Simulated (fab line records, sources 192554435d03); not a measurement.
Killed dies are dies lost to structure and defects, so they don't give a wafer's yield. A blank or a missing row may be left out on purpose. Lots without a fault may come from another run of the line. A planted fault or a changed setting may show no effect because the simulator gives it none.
Split-lot experiment | flow n5_finfet | 7 lots, 21 wafers read, on a route of 1938 steps

THE SPLIT
At N5_BEOL_M9_COAT_22 (resist thk 30 nm), the setting spin_rpm was moved away from the recipe's 1500 rpm on 7 of the 21 wafers read, by -9.5% to +10.8%. The other wafers ran this setting at the recipe's value.

The reading is taken at the split's own step.

THE READING
CAR-EUV_of_BEOL_M9_COAT_22.thk_nm (the simulator's own value, which no gauge read), in nm, at N5_BEOL_M9_COAT_22 (resist thk 30 nm). The file gives no usual value for it. The 14 wafers here that ran the recipe average 30.0 nm, standard deviation 0.13 nm.

wafer  | tool, chamber at the split | spin_rpm as run, rpm | against the recipe | CAR-EUV_of_BEOL_M9_COAT_22.thk_nm, nm | against lot-mates on the recipe
L075.3 | litho_track-03, 0          | 1396                 | -6.9%              | 31.2                                  | +1.0
L075.4 | litho_track-03, 0          | 1500                 | recipe             | 30.2                                  | -
L075.6 | litho_track-03, 0          | 1500                 | recipe             | 30.2                                  | -
L074.2 | litho_track-04, 0          | 1500                 | recipe             | 29.8                                  | -
L074.6 | litho_track-04, 0          | 1500                 | recipe             | 29.8                                  | -
L074.3 | litho_track-04, 0          | 1394                 | -7.1%              | 31                                    | +1.2
L083.3 | litho_track-04, 0          | 1500                 | recipe             | 30                                    | -
L083.4 | litho_track-04, 0          | 1500                 | recipe             | 30                                    | -
L083.5 | litho_track-04, 0          | 1570                 | +4.7%              | 29.4                                  | -0.6
L087.4 | litho_track-04, 0          | 1500                 | recipe             | 30                                    | -
L087.6 | litho_track-04, 0          | 1500                 | recipe             | 30                                    | -
L087.5 | litho_track-04, 0          | 1358                 | -9.5%              | 31.4                                  | +1.4
L086.1 | litho_track-03, 0          | 1586                 | +5.7%              | 29.2                                  | -1.0
L086.2 | litho_track-03, 0          | 1586                 | +5.7%              | 29.2                                  | -1.0
L086.4 | litho_track-03, 0          | 1500                 | recipe             | 30.2                                  | -
L091.2 | litho_track-01, 0          | 1500                 | recipe             | 30                                    | -
L091.5 | litho_track-01, 0          | 1500                 | recipe             | 30                                    | -
L091.3 | litho_track-01, 0          | 1662                 | +10.8%             | 28.4                                  | -1.6
L093.3 | litho_track-01, 0          | 1500                 | recipe             | 30                                    | -
L093.6 | litho_track-01, 0          | 1500                 | recipe             | 30                                    | -
L093.5 | litho_track-01, 0          | 1500                 | recipe             | 30.2                                  | -

THE FIT
A straight line over all 21 wafers: CAR-EUV_of_BEOL_M9_COAT_22.thk_nm changes by -0.148 nm for each +1% of spin_rpm; r = -0.99; the points scatter about the line by 0.12 nm.
The same after taking each lot's own level away (the mean of its wafers on the recipe; 21 wafers): -0.154 nm for each +1%; r = -1.00; scatter 0.07 nm.
On that fit, the largest move of spin_rpm shifts the reading by 1.7 nm.
The lots' own levels span 29.80 to 30.20 nm, that is 3.1 times the standard deviation above.
So the lot-to-lot level changes the slope little: the two slopes agree.
Check: with one of the wafers moved furthest among these (+10.8%) left out of the fit, the line predicts -1.69 nm for it against its lot-mates. It came out at -1.6 nm against them.

OTHER SPLITS ON THESE WAFERS
These wafers also went through other splits before the reading. Each is held against what the fit with the lots' levels taken away leaves over:
other split on the same wafers | wafers away from the commonest value | r with CAR-EUV_of_BEOL_M9_COAT_22.thk_nm (lot level and that fit taken away)
N5_BEOL_M8_COAT_22 spin_rpm    | 6                                    | +0.01

THE FILE'S OWN FIT
CAR-EUV_of_BEOL_M9_COAT_22.thk_nm changes by -0.152 nm for each +1% of spin_rpm, r = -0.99.
